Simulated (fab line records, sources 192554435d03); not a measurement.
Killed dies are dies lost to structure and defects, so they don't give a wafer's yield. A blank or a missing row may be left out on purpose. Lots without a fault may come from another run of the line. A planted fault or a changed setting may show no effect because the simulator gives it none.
Which tool did it? | flow n5_finfet | 23 lots, 69 wafers sampled, at 3 steps of a route of 1938

WHAT THE GAUGES READ, wafer by wafer
N5_BEOL_M13_THK_MEAS_50: measures by xrf. Usual: M13_THK 415 nm, standard deviation 10.
lot  | measured     | on            | M13_THK (nm) | flag
L074 | day 11 06:18 | film_metro-02 | 420 413 405  |
L076 | day 11 06:36 | film_metro-01 | 438 428 420  |
L075 | day 11 19:14 | film_metro-01 | 415 410 423  |
L077 | day 11 22:21 | film_metro-01 | 414 418 425  |
L078 | day 12 04:46 | film_metro-01 | 415 407 413  |
L079 | day 13 03:11 | film_metro-02 | 409 402 405  |
L081 | day 13 04:26 | film_metro-01 | 417 429 411  |
L082 | day 13 07:29 | film_metro-01 | 423 435 416  |
L083 | day 13 17:57 | film_metro-02 | 401 407 406  |
L080 | day 13 18:29 | film_metro-01 | 418 420 423  |
L084 | day 14 02:50 | film_metro-01 | 427 413 420  |
L085 | day 14 03:08 | film_metro-01 | 431 434 433  |
L086 | day 14 06:33 | film_metro-02 | 413 406 426  |
L087 | day 14 09:04 | film_metro-01 | 414 411 428  |
L088 | day 14 19:01 | film_metro-02 | 407 407 407  |
L090 | day 15 03:05 | film_metro-01 | 419 425 420  |
L089 | day 15 07:45 | film_metro-02 | 412 409 405  |
L092 | day 15 20:28 | film_metro-02 | 415 407 408  |
L093 | day 16 04:59 | film_metro-02 | 402 396 414  |
L095 | day 16 11:33 | film_metro-02 | 405 412 410  |
L091 | day 16 13:34 | film_metro-02 | 400 411 400  |
L094 | day 16 16:39 | film_metro-02 | 406 396 404  |
L096 | day 17 11:19 | film_metro-01 | 419 422 408  |

WHICH TOOL RAN EACH LOT (tool, then ch and the chambers of the sampled wafers, then the start)
lot  | N5_BEOL_M13_VIA_ETCH_16            | N5_BEOL_M13_STRIP_63
L074 | rie_diel-06 ch 0,1,2, day 11 02:30 | plasma_asher-01 ch 0,1, day 11 02:44
L076 | rie_diel-05 ch 0,1,3, day 11 03:06 | plasma_asher-01 ch 0,1, day 11 03:20
L075 | rie_diel-04 ch 0,1,3, day 11 15:02 | plasma_asher-02 ch 0,1, day 11 15:16
L077 | rie_diel-04 ch 0,1, day 11 18:43   | plasma_asher-02 ch 0,1, day 11 18:57
L078 | rie_diel-06 ch 1,2, day 12 00:55   | plasma_asher-02 ch 0,1, day 12 01:09
L079 | rie_diel-05 ch 1,3, day 12 08:34   | plasma_asher-02 ch 0,1, day 12 08:49
L081 | rie_diel-04 ch 1,2,3, day 12 20:32 | plasma_asher-01 ch 0,1, day 12 20:41
L082 | rie_diel-05 ch 0,2,3, day 13 02:27 | plasma_asher-01 ch 0,1, day 13 02:41
L083 | rie_diel-05 ch 1,2, day 13 08:44   | plasma_asher-01 ch 0,1, day 13 08:58
L080 | rie_diel-04 ch 0,1,3, day 13 12:25 | plasma_asher-02 ch 0,1, day 13 12:39
L084 | rie_diel-04 ch 0,1,2, day 13 18:46 | plasma_asher-01 ch 0,1, day 13 19:00
L085 | rie_diel-06 ch 0,1,3, day 13 20:31 | plasma_asher-01 ch 0,1, day 13 20:46
L086 | rie_diel-04 ch 0,2,3, day 14 02:56 | plasma_asher-02 ch 0, day 14 03:10
L087 | rie_diel-04 ch 0,1,3, day 14 03:33 | plasma_asher-01 ch 0,1, day 14 03:47
L088 | rie_diel-05 ch 1,3, day 14 14:07   | plasma_asher-01 ch 1, day 14 14:20
L090 | rie_diel-04 ch 1,2,3, day 14 21:11 | plasma_asher-02 ch 0,1, day 14 21:25
L089 | rie_diel-05 ch 0,2,3, day 15 04:35 | plasma_asher-01 ch 0,1, day 15 04:49
L092 | rie_diel-04 ch 2,3, day 15 16:44   | plasma_asher-02 ch 0,1, day 15 16:58
L093 | rie_diel-06 ch 1,2,3, day 16 01:38 | plasma_asher-02 ch 0,1, day 16 01:52
L095 | rie_diel-05 ch 1,2, day 16 03:00   | plasma_asher-02 ch 0,1, day 16 03:15
L091 | rie_diel-06 ch 0,1,3, day 16 04:52 | plasma_asher-01 ch 0,1, day 16 05:05
L094 | rie_diel-04 ch 0,2,3, day 16 13:05 | plasma_asher-01 ch 0, day 16 13:19
L096 | rie_diel-06 ch 1,2, day 17 04:01   | plasma_asher-02 ch 0,1, day 17 04:15
- N5_BEOL_M13_VIA_ETCH_16: etches SiOC in C4F8/O2/Ar, target depth 921.7 nm.
- N5_BEOL_M13_STRIP_63: strips in N2/H2.

WHAT THE TOOLS THEMSELVES READ (means of the sampled wafers that have a number; where no wafer has one, the mark that the record gives instead)
N5_BEOL_M13_VIA_ETCH_16. Usual: drypump_motor_current_A 5.4 A, standard deviation 0.42; oes_product_au 0.73 a.u., standard deviation 0.072; rf_vpp_V 664.9 V, standard deviation 2.6; showerhead_plenum_p_Torr 3.40 Torr, standard deviation 0.091; throttle_valve_pct 24.25 %, standard deviation 0.23.
lot  | tool        | drypump_motor_current_A (A) | oes_product_au (a.u.) | rf_vpp_V (V) | showerhead_plenum_p_Torr (Torr) | throttle_valve_pct (%) | flag
L074 | rie_diel-06 | 5.7                         | 0.69                  | 665.3        | 3.42                            | 24.37                  |
L076 | rie_diel-05 | 5.5                         | 0.67                  | 665.7        | 3.41                            | 24.33                  |
L075 | rie_diel-04 | 5.3                         | 0.75                  | 664.4        | 3.36                            | 24.26                  |
L077 | rie_diel-04 | 5.5                         | 0.74                  | 664.2        | 3.34                            | 24.35                  |
L078 | rie_diel-06 | 5.8                         | 0.71                  | 664.8        | 3.39                            | 24.41                  |
L079 | rie_diel-05 | 5.7                         | 0.64                  | 666.9        | 3.50                            | 24.38                  |
L081 | rie_diel-04 | 5.1                         | 0.74                  | 664.8        | 3.41                            | 24.31                  |
L082 | rie_diel-05 | 5.6                         | 0.66                  | 665.4        | 3.41                            | 24.31                  |
L083 | rie_diel-05 | 5.8                         | 0.71                  | 666.1        | 3.41                            | 24.07                  |
L080 | rie_diel-04 | 5.3                         | 0.75                  | 663.2        | 3.35                            | 24.29                  |
L084 | rie_diel-04 | 5.4                         | 0.72                  | 664.2        | 3.38                            | 24.39                  |
L085 | rie_diel-06 | 5.4                         | 0.78                  | 666.2        | 3.41                            | 24.07                  |
L086 | rie_diel-04 | 5.2                         | 0.78                  | 664.7        | 3.38                            | 24.20                  |
L087 | rie_diel-04 | 5.3                         | 0.74                  | 663.0        | 3.35                            | 24.28                  |
L088 | rie_diel-05 | 5.8                         | 0.76                  | 665.9        | 3.44                            | 24.11                  |
L090 | rie_diel-04 | 5.1                         | 0.72                  | 664.8        | 3.40                            | 24.33                  |
L089 | rie_diel-05 | 5.6                         | 0.75                  | 664.6        | 3.41                            | 24.21                  |
L092 | rie_diel-04 | 5.1                         | 0.76                  | 665.0        | 3.43                            | 24.25                  |
L093 | rie_diel-06 | 5.6                         | 0.70                  | 665.3        | 3.39                            | 24.21                  |
L095 | rie_diel-05 | 5.8                         | 0.70                  | 666.5        | 3.40                            | 24.06                  |
L091 | rie_diel-06 | 5.4                         | 0.75                  | 664.6        | 3.41                            | 24.09                  |
L094 | rie_diel-04 | 5.2                         | 0.76                  | 663.7        | 3.38                            | 24.22                  |
L096 | rie_diel-06 | 5.9                         | 0.68                  | 664.5        | 3.37                            | 24.45                  |

N5_BEOL_M13_STRIP_63. Usual: drypump_motor_current_A 5.6 A, standard deviation 0.48; heater_power_w 372 W, standard deviation 30; oes_product_au 0.675 a.u., standard deviation 0.0054; strip_time_to_endpoint_s 28.2 s, standard deviation 1.3.
lot  | tool            | drypump_motor_current_A (A) | heater_power_w (W) | oes_product_au (a.u.) | strip_time_to_endpoint_s (s) | flag
L074 | plasma_asher-01 | 5.3                         | 380                | 0.675                 | 28.7                         |
L076 | plasma_asher-01 | 5.2                         | 398                | 0.674                 | 27.6                         |
L075 | plasma_asher-02 | 6.1                         | 356                | 0.673                 | 28.9                         |
L077 | plasma_asher-02 | 5.9                         | 346                | 0.674                 | 28.0                         |
L078 | plasma_asher-02 | 5.9                         | 342                | 0.678                 | 29.6                         |
L079 | plasma_asher-02 | 6.1                         | 355                | 0.674                 | 28.3                         |
L081 | plasma_asher-01 | 5.2                         | 406                | 0.677                 | 29.1                         |
L082 | plasma_asher-01 | 5.3                         | 382                | 0.679                 | 28.6                         |
L083 | plasma_asher-01 | 5.1                         | 396                | 0.675                 | 28.8                         |
L080 | plasma_asher-02 | 6.1                         | 355                | 0.678                 | 28.3                         |
L084 | plasma_asher-01 | 5.1                         | 401                | 0.679                 | 29.1                         |
L085 | plasma_asher-01 | 5.1                         | 394                | 0.674                 | 28.6                         |
L086 | plasma_asher-02 | 5.7                         | 336                | 0.676                 | 28.2                         |
L087 | plasma_asher-01 | 5.2                         | 405                | 0.675                 | 27.9                         |
L088 | plasma_asher-01 | 5.4                         | 364                | 0.675                 | 28.3                         |
L090 | plasma_asher-02 | 6.1                         | 355                | 0.677                 | 28.5                         |
L089 | plasma_asher-01 | 5.1                         | 393                | 0.671                 | 28.4                         |
L092 | plasma_asher-02 | 6.1                         | 355                | 0.679                 | 28.0                         |
L093 | plasma_asher-02 | 5.9                         | 344                | 0.673                 | 26.7                         |
L095 | plasma_asher-02 | 6.1                         | 355                | 0.672                 | 25.3                         |
L091 | plasma_asher-01 | 5.1                         | 401                | 0.677                 | 28.2                         |
L094 | plasma_asher-01 | 5.0                         | 418                | 0.670                 | 26.0                         |
L096 | plasma_asher-02 | 6.1                         | 349                | 0.676                 | 29.5                         |

THE ANSWER, worked out from the rows above alone
Rule: a lot is off if the mean of its wafers that have a number lies more than 3 standard deviations from the usual mean. A lot without any number at a reading at which 4 lots or more have one is off too. The other lots that the step has rows for count as sound. The gauges are gone through in route order, then the tools' own readings, and for those a lot's mean is taken as printed above. The first step at which some lot is off is used, and at that step the reading that is off furthest; a lot without a number counts as furthest.
No lot is off at any reading shown: from this, nothing can be told.

WHAT THE SIMULATOR HAD PUT IN
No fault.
